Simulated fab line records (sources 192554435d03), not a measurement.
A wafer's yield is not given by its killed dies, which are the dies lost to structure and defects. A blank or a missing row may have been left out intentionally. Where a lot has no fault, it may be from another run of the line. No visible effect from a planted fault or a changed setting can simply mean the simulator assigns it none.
Which of the tools did it? -- flow n5_finfet -- 10 lots with 30 wafers sampled at 5 steps, on a route of 1938 steps

== WHAT EACH GAUGE READ, for each wafer ==
No reading from a measuring or inspecting step in the record can be judged against a usual standard deviation.

== WHICH TOOL RAN EACH LOT (tool, then ch and the chambers of the sampled wafers, then the start) ==
lot,N5_BEOL_M6_STRIP_80,N5_BEOL_M6_CURE_75,N5_BEOL_M7_ILD_DEP_00,N5_BEOL_M7_HM_DEP_02,N5_PASSIVATION_PROBE_49
L852,"rie_diel-05 ch 0,1,2, day 9 05:46 or earlier","uv_cure-02 ch 0, day 9 05:46","pecvd-03 ch 0,1, day 9 10:45","pvd_sputter-01, day 9 12:50","prober-02, day 12 17:20"
L854,"rie_diel-06 ch 0,1,3, day 9 23:20 or earlier","uv_cure-02 ch 2, day 9 23:20","pecvd-03 ch 0,2, day 10 01:32","pvd_sputter-03, day 10 03:16","prober-01, day 13 12:56"
L857,"rie_diel-06 ch 2,3, day 10 22:44 or earlier","uv_cure-02 ch 1, day 10 22:44","pecvd-04 ch 0,1,2, day 11 02:38","pvd_sputter-02, day 11 03:39","prober-01, day 14 07:24"
L856,"rie_diel-02 ch 1,2, day 11 15:44 or earlier","uv_cure-03 ch 1, day 11 15:44","pecvd-02 ch 1,2, day 11 18:35","pvd_sputter-02, day 11 20:25","prober-01, day 15 00:38"
L859,"rie_diel-05 ch 0,1,2, day 11 20:05 or earlier","uv_cure-02 ch 1, day 11 20:05","pecvd-02 ch 0,1, day 11 22:08","pvd_sputter-01, day 12 01:31","prober-02, day 15 06:53"
L861,"rie_diel-06 ch 0,1, day 12 10:07 or earlier","uv_cure-01 ch 0, day 12 10:07","pecvd-02 ch 0,1, day 12 12:55","pvd_sputter-03, day 12 14:59","prober-02, day 15 23:11"
L863,"rie_diel-02 ch 0,3, day 12 18:23 or earlier","uv_cure-03 ch 2, day 12 18:23","pecvd-02 ch 0,1, day 12 21:09","pvd_sputter-01, day 12 23:29","prober-01, day 16 13:10"
L866,"rie_diel-06 ch 0,1,3, day 14 07:42 or earlier","uv_cure-03 ch 2, day 14 07:42","pecvd-02 ch 0,1, day 14 11:46","pvd_sputter-01, day 14 14:02","prober-01, day 18 01:50"
L869,"rie_diel-02 ch 0,1,2, day 14 18:15 or earlier","uv_cure-03 ch 0, day 14 18:15","pecvd-02 ch 0,1,2, day 14 22:26","pvd_sputter-02, day 15 00:02","prober-02, day 18 14:55"
L872,"rie_diel-05 ch 0,1,2, day 14 22:09 or earlier","uv_cure-03 ch 1, day 14 22:09","pecvd-04 ch 0,1,2, day 15 00:28","pvd_sputter-03, day 15 01:43","prober-02, day 18 11:58"
- N5_BEOL_M6_STRIP_80: strips in N2/H2, time 10 s.
- N5_BEOL_M6_CURE_75: cures SiCOH lowk, time 120 s.
- N5_BEOL_M7_ILD_DEP_00: deposits SiCOH lowk from DEMS/porogen, target thk 179.75 nm, time 33.4 s.
- N5_BEOL_M7_HM_DEP_02: deposits TiN, target thk 20 nm.
- N5_PASSIVATION_PROBE_49

== AS READ BY THE TOOLS THEMSELVES (means over the sampled wafers that have a number; for cases with no such wafer, the mark the record gives instead) ==
N5_BEOL_M6_STRIP_80. Usual: drypump_motor_current_A 5.8 A (standard deviation 0.57); h2_flow_sccm 200.0 sccm (standard deviation 0.56); oes_product_au 0.75 a.u. (standard deviation 0.076); rf_vpp_V 59.0 V (standard deviation 0.85); showerhead_plenum_p_Torr 2.52 Torr (standard deviation 0.085); temp_c 40.00 C (standard deviation 0.12); throttle_valve_pct 23.6 % (standard deviation 0.39).
lot,tool,drypump_motor_current_A (A),h2_flow_sccm (sccm),oes_product_au (a.u.),rf_vpp_V (V),showerhead_plenum_p_Torr (Torr),temp_c (C),throttle_valve_pct (%),flag
L852,rie_diel-05,6.5,200.6,0.76,59.1,2.55,39.90,23.7,
L854,rie_diel-06,5.4,199.8,0.69,58.1,2.41,40.02,23.8,
L857,rie_diel-06,4.9,199.7,0.68,59.1,2.55,40.08,23.8,
L856,rie_diel-02,6.5,199.7,0.79,59.1,2.62,39.90,23.2,
L859,rie_diel-05,6.4,200.2,0.73,59.3,2.54,39.97,23.7,
L861,rie_diel-06,5.7,200.1,0.68,59.1,2.39,40.06,24.0,
L863,rie_diel-02,5.7,199.6,0.71,59.4,2.49,40.07,23.6,
L866,rie_diel-06,5.4,199.6,0.77,59.4,2.51,40.02,23.7,
L869,rie_diel-02,6.2,199.6,0.74,58.8,2.56,39.87,23.4,
L872,rie_diel-05,6.4,200.3,0.73,58.8,2.53,39.99,23.8,

N5_BEOL_M6_CURE_75. Usual: lamp_power_pct 52.31 %, standard deviation 0.058; wafer_temp_C_max 371.8, standard deviation 0.72.
lot,tool,lamp_power_pct (%),wafer_temp_C_max,flag
L852,uv_cure-02,52.32,372.0,
L854,uv_cure-02,52.27,371.8,
L857,uv_cure-02,52.34,372.0,
L856,uv_cure-03,52.36,371.0,
L859,uv_cure-02,52.33,371.6,
L861,uv_cure-01,52.30,372.3,
L863,uv_cure-03,52.28,372.9,
L866,uv_cure-03,52.26,372.6,
L869,uv_cure-03,52.29,371.1,
L872,uv_cure-03,52.29,371.5,

N5_BEOL_M7_ILD_DEP_00. Usual: heater_power_outer_w 148 W, standard deviation 34; heater_power_w 315 W, standard deviation 65; showerhead_plenum_p_Torr 5.741 Torr, standard deviation 0.018; susceptor_temp_C 300.00 C, standard deviation 0.19; throttle_valve_pct 13.7 %, standard deviation 0.53.
lot,tool,heater_power_outer_w (W),heater_power_w (W),showerhead_plenum_p_Torr (Torr),susceptor_temp_C (C),throttle_valve_pct (%),flag
L852,pecvd-03,167,345,5.746,300.17,14.3,
L854,pecvd-03,161,340,5.755,300.04,13.7,
L857,pecvd-04,125,266,5.745,300.07,13.6,
L856,pecvd-02,179,403,5.740,299.99,13.9,
L859,pecvd-02,164,328,5.741,299.99,13.2,
L861,pecvd-02,141,294,5.740,300.02,13.4,
L863,pecvd-02,161,359,5.745,299.80,13.7,
L866,pecvd-02,154,341,5.742,299.73,13.6,
L869,pecvd-02,145,324,5.737,299.05,13.6,OFF
L872,pecvd-04,115,251,5.745,300.02,13.6,

N5_BEOL_M7_HM_DEP_02. Usual: susceptor_temp_C 25.00 C, standard deviation 0.11; throttle_valve_pct 30.2 %, standard deviation 0.99.
lot,tool,susceptor_temp_C (C),throttle_valve_pct (%),flag
L852,pvd_sputter-01,24.85,30.7,
L854,pvd_sputter-03,25.13,30.1,
L857,pvd_sputter-02,25.05,29.6,
L856,pvd_sputter-02,24.89,29.3,
L859,pvd_sputter-01,25.04,30.0,
L861,pvd_sputter-03,25.01,30.1,
L863,pvd_sputter-01,24.98,30.2,
L866,pvd_sputter-01,25.12,29.8,
L869,pvd_sputter-02,25.00,29.5,
L872,pvd_sputter-03,25.00,30.7,

N5_PASSIVATION_PROBE_49. Usual: defect_limited_yield 91.4 %, standard deviation 1.5; killed_at_M0_to_M3 33, standard deviation 11; killed_at_M4_up 14, standard deviation 5.3; killed_at_contacts 13, standard deviation 6.2; killed_at_front_end 39, standard deviation 13; killed_at_other 3.1, standard deviation 2.8; killed_dies 102, standard deviation 17; killed_open 68, standard deviation 13; killed_short 32, standard deviation 7.8; sort_bin_4_leakage 0.00 %, standard deviation 0.007; sort_bin_5_function 5.1 %, standard deviation 0.95; sort_bin_6_memory 3.2 %, standard deviation 0.7; sort_bin_8_speed 0.02 %, standard deviation 0.16; sort_n_pass 1078, standard deviation 18; sort_yield_pct 91.3 %, standard deviation 1.5.
lot,tool,defect_limited_yield (%),killed_at_M0_to_M3,killed_at_M4_up,killed_at_contacts,killed_at_front_end,killed_at_other,killed_dies,killed_open,killed_short,sort_bin_4_leakage (%),sort_bin_5_function (%),sort_bin_6_memory (%),sort_bin_8_speed (%),sort_n_pass,sort_yield_pct (%),flag
L852,prober-02,91.6,34,15,19,30,1.3,99,72,26,0.00,5.2,3.1,0.03,1081,91.6,
L854,prober-01,91.7,32,10,12,41,4.0,99,63,35,0.00,4.8,3.2,0.00,1081,91.7,
L857,prober-01,92.4,28,14,11,37,1.0,90,61,29,0.00,4.2,3.1,0.00,1090,92.4,
L856,prober-01,90.9,32,19,8,46,1.7,107,71,35,0.00,5.2,3.6,0.00,1073,90.9,
L859,prober-02,91.4,45,11,7,35,2.7,101,68,31,0.03,4.8,3.5,0.00,1079,91.4,OFF
L861,prober-02,91.6,21,13,20,42,3.3,99,69,29,0.00,5.1,3.1,0.00,1081,91.6,
L863,prober-01,90.8,26,11,17,50,4.0,108,78,29,0.00,5.6,3.3,0.00,1072,90.8,
L866,prober-01,92.0,33,14,19,25,3.3,95,65,30,0.00,4.5,3.2,0.00,1085,92.0,
L869,prober-02,89.6,45,11,13,52,2.3,123,75,43,0.00,6.0,3.6,0.00,1057,89.6,
L872,prober-02,92.1,36,12,10,34,0.7,93,66,26,0.00,4.6,3.1,0.00,1087,92.1,

== THE ANSWER, worked out from the rows above alone ==
Rule: a lot is off if the mean of its wafers that have a number lies more than 3 standard deviations from the usual mean. Also off: a lot with no number at a reading for which 4 or more lots have one. All remaining lots with rows at the step are treated as sound. After the gauges, taken in route order, come the tools' own readings; for these a lot's mean is taken, as printed above. The first step at which some lot is off is used, and at that step the reading that is off furthest; a lot without a number counts as furthest.
Off: L869 (N5_BEOL_M7_ILD_DEP_00, susceptor_temp_C).
If a tool, at that step or one of the process steps before it, ran each lot that is off and ran no sound lot following the first of them, it fits. Because N5_BEOL_M6_STRIP_80 lacks a start for some lots, the hours and order of its lots are taken from N5_BEOL_M6_CURE_75. Can't be told from this: 2 tools fit, rie_diel-02 at N5_BEOL_M6_STRIP_80, pecvd-02 at N5_BEOL_M7_ILD_DEP_00.

== WHAT THE SIMULATOR HAD PUT IN ==
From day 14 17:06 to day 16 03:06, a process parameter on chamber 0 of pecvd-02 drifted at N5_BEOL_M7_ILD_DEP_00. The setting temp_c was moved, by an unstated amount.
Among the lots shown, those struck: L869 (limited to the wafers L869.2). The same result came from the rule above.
